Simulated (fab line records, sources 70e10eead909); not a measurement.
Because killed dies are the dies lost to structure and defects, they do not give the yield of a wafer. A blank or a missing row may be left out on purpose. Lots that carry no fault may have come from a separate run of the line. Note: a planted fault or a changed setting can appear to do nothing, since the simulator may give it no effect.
fab line records	flow nand_harc
record: lots: 14	wafers: 42	last_day: 33
route steps=1302 shown A_M1@1189 A_BONDPAD@1221 THIN_TSV@1270
lots that met no fault: from a run of the same line without faults
start_h: the number of hours between the record's first day and the start of the first shown wafer of the lot	wait_h: time in hours since the lot's previous step	" unchanged from the row above	L1.1+2: a row that stands for several wafers	- no value present, or no start provided	* or withheld: withheld	< > ~ a bound
route shown NAME@n: NAME is a module with steps in the file, n the number in the route of the first one	usual: mean/standard deviation taken from wafers without a fault	same: alike in all rows	chamber/n: place in a boat	sites: each site's reading	_std_site: standard deviation of those values	_edge_site: outer sites' mean less inner sites'	radius_mm: for every site, how far away it sits from the centre of the wafer	mask NAME#n: copy n	behind: tool/chamber where the wafer was last shaped	hold: why the lot was held/for how many hours/how that ended	device: whichever transistor did not switch (one of n, p or np)	end of line: tests of these same wafers at the route's end	a step with no rows: only its recipe	killed: dies that structure and defects cost at the first sort, which is not the same as the wafer's yield	map: a wafer's dies, x killed, . not, _ none there
set.NAME: the setting that was run; set.NAME@STEP: the one run at that earlier step	model.NAME: the simulator's own value behind a step, which no gauge read
the route's steps for a sample of lots (tables are steps, rows are wafers)
services: from which hour (start_h, from the record's first day; less than 0 if before it) a tool's chamber was out of use, for how many hours, and why
== steps ==
step: NHARC_A_M1_DEGAS_29
recipe: temp_c: 250	time_s: 60
usual: heater_power_w: 339/46
lot.wafer	tool	chamber	start_h	wait_h	heater_power_w
L521.4	pvd_sputter-01	-	538.96	-	386
L521.1	"	-	"	"	356
L521.6	"	-	"	"	305
L524.2	pvd_sputter-03	-	544.67	-	352
L524.3	"	-	"	"	330
L524.6	"	-	"	"	263
L523.2	pvd_sputter-02	-	545.23	-	316
L523.5	"	-	"	"	329
L523.6	"	-	"	"	446
L526.1	pvd_sputter-03	-	561.73	-	365
L526.2	"	-	"	"	352
L526.6	"	-	"	"	326
L528.3	pvd_sputter-02	-	592.62	-	326
L528.4	"	-	"	"	321
L528.2	"	-	"	"	459
L529.3	pvd_sputter-03	-	603.47	-	255
L529.5	"	-	"	"	260
L529.6	"	-	"	"	356
L530.2	pvd_sputter-03	-	615.11	-	321
L530.4	"	-	"	"	363
L530.1	"	-	"	"	266
L531.3	pvd_sputter-01	-	631.94	-	337
L531.1	"	-	"	"	383
L531.5	"	-	"	"	344
L533.1	pvd_sputter-02	-	634.06	-	454
L533.2	"	-	"	"	327
L533.6	"	-	"	"	459
L532.3	pvd_sputter-03	-	641.64	-	356
L532.2	"	-	"	"	356
L532.1	"	-	"	"	319
L527.2	pvd_sputter-01	-	656.36	-	354
L527.3	"	-	"	"	331
L527.4	"	-	"	"	371
L542.1	pvd_sputter-01	-	736.45	-	343
L542.2	"	-	"	"	389
L542.5	"	-	"	"	344
L544.1	pvd_sputter-01	-	739.46	-	352
L544.3	"	-	"	"	380
L544.2	"	-	"	"	315
L543.3	pvd_sputter-03	-	740.14	-	354
L543.6	"	-	"	"	344
L543.5	"	-	"	"	355
step: NHARC_A_BONDPAD_CD_MEAS_13
usual: cd_nm: 501.0/2.5
lot.wafer	tool	chamber	start_h	wait_h	cd_nm
L521.1	cd_sem-02	-	542.85	-	503.1
L521.4	"	-	"	"	500.9
L521.6	"	-	"	"	502.7
L524.2	cd_sem-01	-	548.70	-	504.2
L524.3	"	-	"	"	499.5
L524.6	"	-	"	"	502.1
L523.2	cd_sem-03	-	549.30	-	501.2
L523.5	"	-	"	"	497.3
L523.6	"	-	"	"	500.4
L526.1	cd_sem-03	-	565.78	-	500.1
L526.2	"	-	"	"	498.2
L526.6	"	-	"	"	498.7
L528.2	cd_sem-02	-	596.81	-	495.2
L528.3	"	-	"	"	504.2
L528.4	"	-	"	"	503.2
L529.3	cd_sem-01	-	607.37	-	499.2
L529.5	"	-	"	"	502.0
L529.6	"	-	"	"	499.3
L530.1	cd_sem-03	-	619.12	-	504.9
L530.2	"	-	"	"	504.4
L530.4	"	-	"	"	506.5
L531.1	cd_sem-01	-	636.27	-	505.0
L531.3	"	-	"	"	497.0
L531.5	"	-	"	"	500.8
L533.1	cd_sem-02	-	638.17	-	497.7
L533.2	"	-	"	"	505.1
L533.6	"	-	"	"	501.0
L532.1	cd_sem-01	-	645.65	-	507.9
L532.2	"	-	"	"	500.3
L532.3	"	-	"	"	501.6
L527.2	cd_sem-03	-	660.37	-	501.2
L527.3	"	-	"	"	502.7
L527.4	"	-	"	"	501.6
L542.1	cd_sem-03	-	741.12	-	504.9
L542.2	"	-	"	"	502.1
L542.5	"	-	"	"	504.1
L544.1	cd_sem-02	-	743.56	-	500.1
L544.2	"	-	"	"	500.9
L544.3	"	-	"	"	496.3
L543.3	cd_sem-03	-	744.18	-	499.2
L543.5	"	-	"	"	500.7
L543.6	"	-	"	"	497.8
step: NHARC_THIN_TSV_DEGAS_49
recipe: temp_c: 300	time_s: 120
usual: heater_power_w: 473/59
lot.wafer	tool	chamber	start_h	wait_h	heater_power_w
L521.4	pvd_sputter-01	-	560.44	0.1	442
L521.1	"	-	"	"	420
L521.6	"	-	"	"	445
L524.2	pvd_sputter-03	-	565.99	0.2	378
L524.3	"	-	"	"	490
L524.6	"	-	"	"	453
L523.2	pvd_sputter-03	-	567.29	0.1	498
L523.5	"	-	"	"	359
L523.6	"	-	"	"	493
L526.2	pvd_sputter-03	-	583.62	0.1	513
L526.1	"	-	"	"	500
L526.6	"	-	"	"	509
L528.4	pvd_sputter-01	-	617.04	0.1	524
L528.3	"	-	"	"	433
L528.2	"	-	"	"	478
L529.3	pvd_sputter-01	-	624.79	0.1	426
L529.6	"	-	"	"	519
L529.5	"	-	"	"	447
L530.4	pvd_sputter-02	-	636.59	0.1	644
L530.2	"	-	"	"	452
L530.1	"	-	"	"	450
L531.3	pvd_sputter-02	-	654.32	0.1	434
L531.1	"	-	"	"	417
L531.5	"	-	"	"	423
L533.2	pvd_sputter-01	-	655.56	0.1	521
L533.1	"	-	"	"	450
L533.6	"	-	"	"	537
L532.2	pvd_sputter-01	-	662.94	0.1	427
L532.3	"	-	"	"	490
L532.1	"	-	"	"	459
L527.4	pvd_sputter-01	-	679.90	0.1	458
L527.3	"	-	"	"	522
L527.2	"	-	"	"	435
L542.1	pvd_sputter-01	-	758.42	0.1	453
L542.2	"	-	"	"	515
L542.5	"	-	"	"	527
L544.1	pvd_sputter-02	-	759.60	0.1	439
L544.3	"	-	"	"	421
L544.2	"	-	"	"	446
L543.3	pvd_sputter-02	-	761.07	0.1	448
L543.6	"	-	"	"	627
L543.5	"	-	"	"	425
step: NHARC_THIN_TSV_ETCH_36
recipe: target_depth_a: 650	over_etch_frac: 0.3	time_s: 18.571	ion_energy_ev: 150	chemistry: Cl2/BCl3
usual: chamber_pressure_mTorr: 10.000/0.008	drypump_motor_current_A: 5.7/0.4	oes_product_au: 1.006/0.0097
lot.wafer	tool	chamber	start_h	wait_h	chamber_pressure_mTorr	drypump_motor_current_A	oes_product_au	rf_hours_counter_h
L521.1	rie_metal-01	1	564.14	0.2	9.991	5.7	1.025	2.9
L521.4	"	0	"	"	10.006	6.1	1.011	-
L521.6	"	1	"	"	10.001	5.7	1.010	-
L524.2	rie_metal-01	0	569.79	0.2	9.987	6.1	1.013	3.6
L524.3	"	0	"	"	10.003	6.1	1.009	-
L524.6	"	0	"	"	9.993	6.1	0.996	-
L523.2	rie_metal-02	0	570.84	0.2	10.002	6.0	1.016	1.4
L523.5	"	1	"	"	10.003	6.0	1.009	-
L523.6	"	0	"	"	10.001	6.0	1.006	-
L526.2	rie_metal-01	1	587.29	0.2	10.011	5.7	1.011	0.2
L526.1	"	0	"	"	10.000	6.1	1.005	0.2
L526.6	"	1	"	"	9.986	5.7	1.004	-
L528.2	rie_metal-02	0	620.60	0.2	9.989	6.0	1.021	2.3
L528.4	"	0	"	"	10.001	6.0	1.002	-
L528.3	"	1	"	"	9.998	5.9	1.012	-
L529.3	rie_metal-01	0	628.33	0.2	10.006	6.1	0.997	-
L529.6	"	1	"	"	10.004	5.7	1.012	-
L529.5	"	0	"	"	10.001	6.1	1.001	-
L530.2	rie_metal-03	0	640.14	0.2	9.989	5.0	0.977	2.3
L530.1	"	1	"	"	10.004	5.1	1.000	2.3
L530.4	"	0	"	"	10.010	5.0	0.991	-
L531.1	rie_metal-03	0	657.89	0.2	10.005	5.0	0.991	2.5
L531.3	"	0	"	"	10.000	5.0	0.997	-
L531.5	"	0	"	"	10.015	5.0	1.002	-
L533.1	rie_metal-01	1	659.24	0.2	-	-	-	-
L533.2	"	0	"	"	-	-	-	-
L533.6	"	0	"	"	-	-	-	-
L532.1	rie_metal-01	1	666.61	0.2	-	-	-	-
L532.2	"	0	"	"	-	-	-	-
L532.3	"	0	"	"	-	-	-	-
L527.2	rie_metal-01	0	683.59	0.2	9.999	6.1	1.015	2.1
L527.3	"	1	"	"	9.980	5.7	1.013	-
L527.4	"	0	"	"	10.008	6.1	0.995	-
L542.1	rie_metal-01	0	762.13	0.2	10.010	6.1	1.016	0.2
L542.2	"	1	"	"	9.998	5.7	0.997	0.2
L542.5	"	1	"	"	10.008	5.7	0.987	-
L544.2	rie_metal-02	1	763.15	0.2	9.989	5.9	1.002	2.7
L544.1	"	0	"	"	10.004	6.0	0.999	2.7
L544.3	"	0	"	"	10.006	6.0	1.006	-
L543.3	rie_metal-02	1	764.71	0.2	10.000	5.9	1.000	-
L543.6	"	0	"	"	10.013	6.0	1.019	-
L543.5	"	1	"	"	9.991	5.9	0.999	-
== services ==
tool	chamber	start_h	hours	kind
rie_metal-03	-	519.00	9.0	pm
pvd_sputter-03	-	520.73	2.2	repair
pvd_sputter-03	-	526.00	10.0	pm
pvd_sputter-02	-	558.27	5.3	repair
pvd_sputter-01	-	561.65	1.5	repair
rie_metal-01	-	575.00	9.0	pm
rie_metal-01	0	575.00	9.0	vent_cycle
rie_metal-01	1	575.00	9.0	vent_cycle
pvd_sputter-01	-	582.00	10.0	pm
rie_metal-01	0	584.00	-	clean
rie_metal-01	1	584.00	-	clean
pvd_sputter-02	-	596.48	1.2	repair
pvd_sputter-01	-	622.57	2.0	repair
rie_metal-02	-	631.00	9.0	pm
pvd_sputter-03	-	637.30	2.8	repair
pvd_sputter-02	-	639.59	10.0	pm
pvd_sputter-03	-	642.05	1.0	repair
pvd_sputter-01	-	685.11	3.2	repair
rie_metal-03	-	696.00	9.0	pm
pvd_sputter-03	-	704.00	10.0	pm
pvd_sputter-01	-	721.07	3.1	repair
rie_metal-01	-	752.00	9.0	pm
rie_metal-01	0	752.00	9.0	vent_cycle
pvd_sputter-01	-	760.00	10.0	pm
== key ==
first_sign: step: NHARC_THIN_TSV_ETCH_36	reading: tool_record	direction: missing
effect none on later readings
met_at NHARC_THIN_TSV_ETCH_36
struck_lots L532,L533
later_rows_left_out L532.1,L532.2,L532.3,L533.1,L533.2,L533.6
sort_left_out L532.1,L532.2,L532.3,L533.1,L533.2,L533.6
not_acting_at NHARC_A_M1_DEGAS_29,NHARC_A_BONDPAD_CD_MEAS_13,NHARC_THIN_TSV_DEGAS_49
onset_between 628.33 659.24
fault: kind: skipped_step_whole	tool: rie_metal-01	chamber: -	onset_h: 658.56	steps: NHARC_THIN_TSV_ETCH_36	scope: struck_lots_only
sort_left_out: the simulated sort isn't trusted on such a fault, so these wafers' sort isn't shown, and their yield isn't known
later_rows_left_out: the simulator's readings of these wafers behind a module that went badly wrong aren't trusted and aren't shown, but for the sort
